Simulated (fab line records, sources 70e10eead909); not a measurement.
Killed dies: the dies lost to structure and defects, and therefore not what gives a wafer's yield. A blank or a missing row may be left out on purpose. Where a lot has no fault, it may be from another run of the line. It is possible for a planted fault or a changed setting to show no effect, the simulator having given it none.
Struck lot and sound lot, side by side	flow nand_harc	15 out of 1159 route steps
Sound: these wafers, L890.1, L890.5, L890.6. The struck wafers were L900.3, L900.5, L900.6. The cause is named last.
Each step with rows lists, per side, the tool, then ch with its chambers, then its first start. Under that, the readings that differ: sound wafers	struck wafers	difference of the means	sigmas: that difference in standard deviations of wafers without a fault.
alike: same words and numbers on both sides, and readings whose means sit less than 2 such deviations apart. not compared: any withheld reading, any reading some wafer has no value for, any bound like >300 that may hide the same value, and any number with overlapping values for which the record gives no deviation.
The two part at a step that has a row with sigmas, a row that says differs or no value, or rows on one side only. When numbers do not overlap yet have no deviation, they are printed without sigmas and do not part them. A reading that every wafer of one side lacks parts them only if that side has two wafers or more.

first, 7 steps without rows for these wafers: NHARC_A_BONDPAD_COAT_33 (time 65 s); NHARC_A_BONDPAD_COAT_03 (resist thk 600 nm); NHARC_A_BONDPAD_SOFTBAKE_04 (time 70 s); NHARC_A_BONDPAD_EBR_05; NHARC_A_BONDPAD_EXPOSE_06 (exposes mask A BPAD); NHARC_A_BONDPAD_PEB_07 (peb time 80 s); NHARC_A_BONDPAD_DEVELOP_08 (time 50 s).
NHARC_A_BONDPAD_CD_MEAS_09 targets a cd of 500 nm.
  sound on cd_sem-01 ch 0, day 19 22:25; struck on cd_sem-01 ch 0, day 22 22:52
  alike: cd_nm
NHARC_A_BONDPAD_OVL_MEAS_35:
  sound on overlay-02, day 19 22:30; struck on overlay-02, day 22 22:58
  alike: overlay_x_nm, overlay_y_nm
then, 1 step without rows for these wafers: NHARC_A_BONDPAD_HARDBAKE_10 (time 65 s).
NHARC_A_BONDPAD_DESCUM_11: chemistry O2, time 3 s.
  sound on rie_diel-10 ch 0,3, day 19 22:38; struck on rie_diel-10 ch 0,1, day 22 23:05
  alike: chamber_pressure_mTorr, drypump_motor_current_A, oes_product_au, rf_vpp_V, showerhead_plenum_p_Torr, throttle_valve_pct
  not compared: rf_hours_counter_h
NHARC_A_BONDPAD_ETCH_34: etches the open film in N2/H2, target depth 60 nm, overetch 18 nm, time 65.91 s.
  sound on rie_diel-10 ch 1,2,3, day 19 22:44; struck on rie_diel-10 ch 0,1,3, day 22 23:11
  alike: bias_w, chamber_pressure_mTorr, drypump_motor_current_A, oes_product_au, rf_fwd_power_W, rf_vpp_V, showerhead_plenum_p_Torr, throttle_valve_pct
  not compared: rf_hours_counter_h
NHARC_A_BONDPAD_ETCH_12: etches the open film in CHF3/O2, target depth 220 nm, time 110 s.
  sound on rie_diel-10 ch 0,2,3, day 19 22:50; struck on rie_diel-10 ch 2,3, day 22 23:16
reading	sound	struck	difference	sigmas
oes_product_au (a.u.)	0.918 0.938 0.912	1.201 1.213 1.201	+0.282	+12
rf_fwd_power_W (W)	494.1 494.3 499.1	696.6 699.9 693.9	+201.0	+99 or more
  alike: bias_w, chamber_pressure_mTorr, drypump_motor_current_A, rf_vpp_V, showerhead_plenum_p_Torr, throttle_valve_pct
  not compared: rf_hours_counter_h
NHARC_A_BONDPAD_CD_MEAS_13:
  sound on cd_sem-03, day 19 22:58; struck on cd_sem-02, day 22 23:25
reading	sound	struck	difference	sigmas
cd_nm (nm)	496.8 500.3 497.7	503.0 505.4 502.7	+5.4	+3
then, 1 step without rows for these wafers: NHARC_END_SORT_01.

== WHERE THEY PART ==
First at NHARC_A_BONDPAD_ETCH_12; last, within this record, at NHARC_A_BONDPAD_CD_MEAS_13.

WHY: whatever the simulator had introduced
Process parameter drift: rie_diel-10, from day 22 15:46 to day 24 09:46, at NHARC_A_BONDPAD_ETCH_12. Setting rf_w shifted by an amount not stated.
